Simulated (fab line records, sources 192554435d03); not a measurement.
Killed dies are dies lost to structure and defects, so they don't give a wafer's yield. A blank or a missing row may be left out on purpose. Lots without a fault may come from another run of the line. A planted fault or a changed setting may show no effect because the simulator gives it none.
Which tool did it? | flow n5_finfet | 24 lots, 72 wafers sampled, at 5 steps of a route of 1938

WHAT THE GAUGES READ, wafer by wafer
N5_BEOL_M10_CD_MEAS_18: pitch 140 nm, target cd 70 nm. Usual: cd_nm 70.0 nm, standard deviation 0.76.
lot  | measured     | on        | cd_nm (nm)     | flag
L074 | day 9 22:28  | cd_sem-02 | 70.0 70.0 69.3 |
L075 | day 10 16:42 | cd_sem-01 | 70.8 70.9 70.1 |
L077 | day 10 17:08 | cd_sem-01 | 70.3 70.0 72.2 |
L078 | day 10 20:05 | cd_sem-02 | 69.3 68.7 69.9 |
L076 | day 10 20:39 | cd_sem-03 | 69.3 70.4 69.3 |
L081 | day 11 06:53 | cd_sem-01 | 69.0 68.4 69.7 |
L079 | day 11 08:23 | cd_sem-03 | 70.0 70.0 70.3 |
L080 | day 11 18:35 | cd_sem-03 | 70.8 70.0 70.2 |
L082 | day 11 22:37 | cd_sem-01 | 70.4 71.4 69.7 |
L083 | day 12 07:31 | cd_sem-03 | 69.3 69.6 71.0 |
L084 | day 13 04:57 | cd_sem-01 | 70.2 69.1 70.6 |
L088 | day 13 07:44 | cd_sem-03 | 69.6 69.6 70.5 |
L085 | day 13 08:17 | cd_sem-02 | 71.1 70.4 70.1 |
L086 | day 13 12:49 | cd_sem-02 | 70.2 69.2 69.7 |
L087 | day 13 22:38 | cd_sem-01 | 70.1 70.2 70.3 |
L089 | day 14 07:37 | cd_sem-02 | 69.4 68.8 70.8 |
L090 | day 14 09:08 | cd_sem-03 | 70.0 69.4 70.5 |
L092 | day 14 09:22 | cd_sem-02 | 69.2 69.4 70.4 |
L091 | day 14 10:29 | cd_sem-01 | 68.9 69.4 69.7 |
L093 | day 14 17:08 | cd_sem-03 | 69.4 70.3 69.9 |
L094 | day 15 13:37 | cd_sem-03 | 70.3 70.9 70.4 |
L097 | day 15 14:24 | cd_sem-03 | 69.1 70.2 70.4 |
L096 | day 15 18:18 | cd_sem-03 | 69.8 70.2 69.8 |
L095 | day 15 18:32 | cd_sem-02 | 70.6 70.7 70.6 |

N5_BEOL_M10_THK_MEAS_53: measures by xrf. Usual: M10_THK 141 nm, standard deviation 3.7.
lot  | measured     | on            | M10_THK (nm) | flag
L074 | day 10 02:25 | film_metro-02 | 139 138 139  |
L075 | day 10 21:07 | film_metro-02 | 137 146 141  |
L077 | day 10 20:59 | film_metro-02 | 138 137 141  |
L078 | day 10 23:48 | film_metro-02 | 144 145 135  |
L076 | day 11 01:38 | film_metro-01 | 144 142 140  |
L081 | day 11 10:16 | film_metro-02 | 138 141 137  |
L079 | day 11 15:15 | film_metro-02 | 143 136 142  |
L080 | day 11 23:36 | film_metro-02 | 143 136 143  |
L082 | day 12 03:53 | film_metro-01 | 139 138 143  |
L083 | day 12 13:16 | film_metro-01 | 141 139 145  |
L084 | day 13 09:52 | film_metro-02 | 140 141 139  |
L088 | day 13 12:46 | film_metro-02 | 138 143 144  |
L085 | day 13 13:32 | film_metro-01 | 136 143 140  |
L086 | day 13 17:55 | film_metro-01 | 138 147 146  |
L087 | day 14 03:43 | film_metro-02 | 134 143 139  |
L089 | day 14 12:35 | film_metro-01 | 141 149 151  |
L090 | day 14 13:59 | film_metro-02 | 143 139 139  |
L092 | day 14 15:32 | film_metro-01 | 147 146 140  |
L091 | day 14 16:25 | film_metro-02 | 133 143 141  |
L093 | day 14 21:04 | film_metro-01 | 142 134 137  |
L094 | day 15 18:01 | film_metro-02 | 145 142 143  |
L097 | day 15 18:55 | film_metro-02 | 140 138 133  |
L096 | day 15 21:09 | film_metro-01 | 138 148 136  |
L095 | day 15 21:26 | film_metro-01 | 146 135 143  |

N5_BEOL_M11_OVL_MEAS_29. Usual: V10_OVL -0.4 nm, standard deviation 0.69.
lot  | measured     | on         | V10_OVL (nm)   | flag
L074 | day 10 08:25 | overlay-01 | 1.0 -0.6 0.5   |
L075 | day 11 00:51 | overlay-02 | -0.4 -0.1 -0.7 |
L077 | day 11 00:41 | overlay-02 | -1.1 -0.9 -1.3 |
L078 | day 11 04:24 | overlay-01 | 0.3 0.5 -1.1   |
L076 | day 11 04:37 | overlay-01 | -0.6 -1.0 -0.5 |
L081 | day 11 16:09 | overlay-02 | 0.6 -0.4 -1.4  |
L079 | day 11 19:46 | overlay-02 | -1.3 -1.4 -1.4 |
L080 | day 12 04:01 | overlay-02 | -0.8 -0.9 -0.5 |
L082 | day 12 10:22 | overlay-02 | -0.9 -1.1 -0.4 |
L083 | day 12 21:35 | overlay-01 | -0.8 0.0 0.0   |
L084 | day 13 15:24 | overlay-01 | -0.4 -1.3 -0.9 |
L088 | day 13 18:32 | overlay-02 | 0.3 0.7 0.4    |
L085 | day 13 18:34 | overlay-01 | -0.3 -0.1 -0.2 |
L086 | day 14 01:07 | overlay-01 | 0.4 0.5 -0.2   |
L087 | day 14 06:53 | overlay-02 | -0.8 0.6 1.3   |
L089 | day 14 14:58 | overlay-02 | 0.4 -0.6 0.6   |
L090 | day 14 18:16 | overlay-02 | -0.2 -0.7 -0.8 |
L092 | day 14 20:16 | overlay-02 | -1.9 -1.6 -1.5 |
L091 | day 14 20:47 | overlay-01 | -1.1 -1.5 -0.6 |
L093 | day 15 03:20 | overlay-01 | -1.2 -0.5 0.5  |
L094 | day 16 00:55 | overlay-02 | -0.6 -1.1 0.0  |
L097 | day 16 00:34 | overlay-01 | 0.3 0.6 1.2    |
L096 | day 16 01:04 | overlay-02 | 0.0 0.2 0.1    |
L095 | day 16 00:44 | overlay-01 | -1.0 -0.8 -0.6 |

WHICH TOOL RAN EACH LOT (tool, then ch and the chambers of the sampled wafers, then the start)
lot  | N5_BEOL_M10_STRIP_19               | N5_BEOL_M11_ETCH_62
L074 | rie_diel-04 ch 0,1,2, day 9 22:23  | rie_diel-03 ch 2,3, day 10 04:32
L075 | rie_diel-04 ch 1,3, day 10 16:38   | rie_diel-01 ch 0,2,3, day 10 23:14
L077 | rie_diel-06 ch 1,2,3, day 10 17:04 | rie_diel-01 ch 2,3, day 10 22:53
L078 | rie_diel-04 ch 1,2,3, day 10 20:01 | rie_diel-05 ch 0,1, day 11 02:08
L076 | rie_diel-04 ch 0,1, day 10 20:35   | rie_diel-05 ch 0,1,2, day 11 03:14
L081 | rie_diel-02 ch 1,2,3, day 11 06:49 | rie_diel-03 ch 2,3, day 11 14:04
L079 | rie_diel-02 ch 1,3, day 11 08:19   | rie_diel-01 ch 0,2, day 11 17:34
L080 | rie_diel-02 ch 2,3, day 11 18:31   | rie_diel-03 ch 0,2,3, day 12 02:50
L082 | rie_diel-02 ch 1,3, day 11 22:33   | rie_diel-01 ch 1,2, day 12 06:44
L083 | rie_diel-06 ch 1,2,3, day 12 07:26 | rie_diel-03 ch 0,2, day 12 17:20
L084 | rie_diel-02 ch 2,3, day 13 04:53   | rie_diel-03 ch 0,2, day 13 13:26
L088 | rie_diel-06 ch 2,3, day 13 07:40   | rie_diel-05 ch 0,1,2, day 13 16:44
L085 | rie_diel-06 ch 0,1,2, day 13 08:13 | rie_diel-01 ch 0,2, day 13 17:25
L086 | rie_diel-02 ch 1,2,3, day 13 12:45 | rie_diel-05 ch 0,1,3, day 13 20:13
L087 | rie_diel-02 ch 1,2, day 13 22:34   | rie_diel-05 ch 0,2,3, day 14 05:58
L089 | rie_diel-04 ch 0,2, day 14 07:33   | rie_diel-03 ch 2,3, day 14 14:08
L090 | rie_diel-02 ch 0,2,3, day 14 09:05 | rie_diel-05 ch 1,2,3, day 14 16:37
L092 | rie_diel-04 ch 1,2,3, day 14 09:17 | rie_diel-05 ch 1,2,3, day 14 19:34
L091 | rie_diel-04 ch 0,3, day 14 10:25   | rie_diel-01 ch 0,3, day 14 19:44
L093 | rie_diel-06 ch 2,3, day 14 17:03   | rie_diel-03 ch 1,2,3, day 15 02:07
L094 | rie_diel-02 ch 1,3, day 15 13:32   | rie_diel-01 ch 0,1,3, day 15 19:50
L097 | rie_diel-04 ch 1,3, day 15 14:20   | rie_diel-05 ch 0,1, day 15 20:48
L096 | rie_diel-02 ch 1,2,3, day 15 18:14 | rie_diel-05 ch 2,3, day 15 23:26
L095 | rie_diel-04 ch 1,2, day 15 18:28   | rie_diel-01 ch 0,1, day 15 23:36
- N5_BEOL_M10_STRIP_19: strips in O2.
- N5_BEOL_M11_ETCH_62: etches SOC in N2/H2, target depth 110 nm, overetch 22 nm, time 165 s.

WHAT THE TOOLS THEMSELVES READ (means of the sampled wafers that have a number; where no wafer has one, the mark that the record gives instead)
N5_BEOL_M10_STRIP_19. Usual: drypump_motor_current_A 5.5 A, standard deviation 0.42; oes_product_au 0.79 a.u., standard deviation 0.097; rf_vpp_V 3.6 V, standard deviation 0.56; showerhead_plenum_p_Torr 2.06 Torr, standard deviation 0.075; throttle_valve_pct 16.70 %, standard deviation 0.2.
lot  | tool        | drypump_motor_current_A (A) | oes_product_au (a.u.) | rf_vpp_V (V) | showerhead_plenum_p_Torr (Torr) | throttle_valve_pct (%) | flag
L074 | rie_diel-04 | 5.8                         | 0.73                  | 3.5          | 2.08                            | 16.82                  |
L075 | rie_diel-04 | 5.2                         | 0.76                  | 3.8          | 2.00                            | 16.89                  |
L077 | rie_diel-06 | 5.7                         | 0.81                  | 3.7          | 2.04                            | 16.76                  |
L078 | rie_diel-04 | 5.5                         | 0.74                  | 3.5          | 2.02                            | 16.83                  |
L076 | rie_diel-04 | 5.4                         | 0.74                  | 3.4          | 2.05                            | 16.91                  |
L081 | rie_diel-02 | 5.2                         | 0.74                  | 3.8          | 2.06                            | 16.67                  |
L079 | rie_diel-02 | 5.3                         | 0.78                  | 3.8          | 2.01                            | 16.65                  |
L080 | rie_diel-02 | 4.9                         | 0.75                  | 4.2          | 2.12                            | 16.75                  |
L082 | rie_diel-02 | 5.4                         | 0.77                  | 3.5          | 2.00                            | 16.67                  |
L083 | rie_diel-06 | 5.7                         | 0.79                  | 3.8          | 2.04                            | 16.78                  |
L084 | rie_diel-02 | 5.1                         | 0.77                  | 4.0          | 2.07                            | 16.76                  |
L088 | rie_diel-06 | 5.5                         | 0.74                  | 3.3          | 2.05                            | 16.88                  |
L085 | rie_diel-06 | 5.8                         | 0.81                  | 3.5          | 2.04                            | 16.72                  |
L086 | rie_diel-02 | 5.2                         | 0.72                  | 3.3          | 2.05                            | 16.72                  |
L087 | rie_diel-02 | 5.3                         | 0.69                  | 4.1          | 2.04                            | 16.68                  |
L089 | rie_diel-04 | 6.0                         | 0.99                  | 3.7          | 2.09                            | 16.39                  |
L090 | rie_diel-02 | 5.3                         | 0.82                  | 3.6          | 2.11                            | 16.66                  |
L092 | rie_diel-04 | 5.5                         | 0.82                  | 3.7          | 2.01                            | 16.73                  |
L091 | rie_diel-04 | 5.9                         | 0.88                  | 3.4          | 2.12                            | 16.62                  |
L093 | rie_diel-06 | 5.5                         | 0.77                  | 3.7          | 2.04                            | 16.78                  |
L094 | rie_diel-02 | 5.5                         | 0.92                  | 3.5          | 2.16                            | 16.40                  |
L097 | rie_diel-04 | 5.2                         | 0.71                  | 3.5          | 1.99                            | 16.96                  |
L096 | rie_diel-02 | 5.2                         | 0.81                  | 3.9          | 2.13                            | 16.61                  |
L095 | rie_diel-04 | 5.4                         | 0.79                  | 3.7          | 2.00                            | 16.78                  |

N5_BEOL_M11_ETCH_62. Usual: drypump_motor_current_A 5.8 A, standard deviation 0.52; oes_product_au 0.68 a.u., standard deviation 0.059; rf_vpp_V 523.2 V, standard deviation 2; showerhead_plenum_p_Torr 2.52 Torr, standard deviation 0.068; throttle_valve_pct 17.76 %, standard deviation 0.25.
lot  | tool        | drypump_motor_current_A (A) | oes_product_au (a.u.) | rf_vpp_V (V) | showerhead_plenum_p_Torr (Torr) | throttle_valve_pct (%) | flag
L074 | rie_diel-03 | 5.6                         | 0.65                  | 522.4        | 2.51                            | 17.93                  |
L075 | rie_diel-01 | 6.0                         | 0.66                  | 521.9        | 2.47                            | 17.75                  |
L077 | rie_diel-01 | 6.1                         | 0.65                  | 521.2        | 2.45                            | 17.72                  |
L078 | rie_diel-05 | 5.8                         | 0.67                  | 522.7        | 2.53                            | 17.65                  |
L076 | rie_diel-05 | 5.8                         | 0.68                  | 523.0        | 2.53                            | 17.68                  |
L081 | rie_diel-03 | 5.6                         | 0.64                  | 522.9        | 2.50                            | 17.94                  |
L079 | rie_diel-01 | 5.9                         | 0.65                  | 522.8        | 2.50                            | 17.78                  |
L080 | rie_diel-03 | 6.0                         | 0.70                  | 523.3        | 2.49                            | 17.72                  |
L082 | rie_diel-01 | 5.6                         | 0.74                  | 524.0        | 2.54                            | 17.54                  |
L083 | rie_diel-03 | 6.1                         | 0.72                  | 522.5        | 2.49                            | 17.66                  |
L084 | rie_diel-03 | 6.1                         | 0.71                  | 523.2        | 2.49                            | 17.68                  |
L088 | rie_diel-05 | 5.9                         | 0.67                  | 523.1        | 2.53                            | 17.72                  |
L085 | rie_diel-01 | 5.7                         | 0.66                  | 522.6        | 2.47                            | 17.70                  |
L086 | rie_diel-05 | 5.8                         | 0.68                  | 523.1        | 2.54                            | 17.86                  |
L087 | rie_diel-05 | 5.9                         | 0.68                  | 524.0        | 2.55                            | 17.88                  |
L089 | rie_diel-03 | 6.0                         | 0.67                  | 523.0        | 2.49                            | 17.82                  |
L090 | rie_diel-05 | 5.5                         | 0.70                  | 524.2        | 2.57                            | 17.66                  |
L092 | rie_diel-05 | 5.5                         | 0.69                  | 525.0        | 2.57                            | 17.68                  |
L091 | rie_diel-01 | 6.3                         | 0.62                  | 521.3        | 2.46                            | 17.85                  |
L093 | rie_diel-03 | 5.4                         | 0.67                  | 522.2        | 2.49                            | 17.95                  |
L094 | rie_diel-01 | 6.0                         | 0.66                  | 523.9        | 2.54                            | 17.77                  |
L097 | rie_diel-05 | 5.7                         | 0.64                  | 523.6        | 2.52                            | 17.73                  |
L096 | rie_diel-05 | 5.6                         | 0.71                  | 525.0        | 2.59                            | 17.86                  |
L095 | rie_diel-01 | 5.8                         | 0.70                  | 526.0        | 2.63                            | 17.64                  |

THE ANSWER, worked out from the rows above alone
Rule: a lot is off if the mean of its wafers that have a number lies more than 3 standard deviations from the usual mean. A lot without any number at a reading at which 4 lots or more have one is off too. The other lots that the step has rows for count as sound. The gauges are gone through in route order, then the tools' own readings, and for those a lot's mean is taken as printed above. The first step at which some lot is off is used, and at that step the reading that is off furthest; a lot without a number counts as furthest.
No lot is off at any reading shown: from this, nothing can be told.

WHAT THE SIMULATOR HAD PUT IN
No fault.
